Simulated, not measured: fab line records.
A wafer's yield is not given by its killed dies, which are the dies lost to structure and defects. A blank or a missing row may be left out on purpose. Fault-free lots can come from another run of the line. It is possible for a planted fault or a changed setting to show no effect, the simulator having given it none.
Matching of chambers || flow nand harc || NHARC_P_M0_PRE_CLEAN_31 on pecvd-03 has 3 sister chambers
The step time 12 s. 3 wafers are shown with their chamber, then 7 later ones without.

WAFERS WITH THEIR CHAMBER
{"wafer": "L086.2", "chamber": 1, "heater power w (W)": 804}
{"wafer": "L094.1", "chamber": 2, "heater power w (W)": 813}
{"wafer": "L094.2", "chamber": 0, "heater power w (W)": 600}

WAFERS WHOSE CHAMBER IS MISSING
{"wafer": "L094.3", "heater power w (W)": 794}
{"wafer": "L096.1", "heater power w (W)": 771}
{"wafer": "L096.2", "heater power w (W)": 529}
{"wafer": "L096.4", "heater power w (W)": 768}
{"wafer": "L097.2", "heater power w (W)": 542}
{"wafer": "L097.3", "heater power w (W)": 751}
{"wafer": "L097.5", "heater power w (W)": 758}

WHICH CHAMBER EACH ONE RAN IN
{"wafer": "L094.3", "from the rows above": "can't be placed: 1 or 2", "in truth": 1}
{"wafer": "L096.1", "from the rows above": "can't be placed: 1 or 2", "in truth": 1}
{"wafer": "L096.2", "from the rows above": 0, "in truth": 0}
{"wafer": "L096.4", "from the rows above": "can't be placed: 1 or 2", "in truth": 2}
{"wafer": "L097.2", "from the rows above": 0, "in truth": 0}
{"wafer": "L097.3", "from the rows above": "can't be placed: 1 or 2", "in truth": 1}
{"wafer": "L097.5", "from the rows above": "can't be placed: 1 or 2", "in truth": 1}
Placed correctly: 2 of 7. Can't be placed from these rows: 5 (the true chamber is among the candidates in 5). 0 placed wrongly.
How it was worked out, from the rows above alone: a wafer's distance from a chamber is the root of the sum, over the readings, of the square of ((its reading less the chamber's mean) divided by the reading's scatter). The wafer belongs to the nearest chamber; if the next one is less than 2 further off, it can't be placed. For every chamber, the mean is computed from those of its wafers that are shown. The scatter (one wafer shown for each chamber): square how far every hidden wafer sits from the nearest shown wafer, average those squares and take the square root.
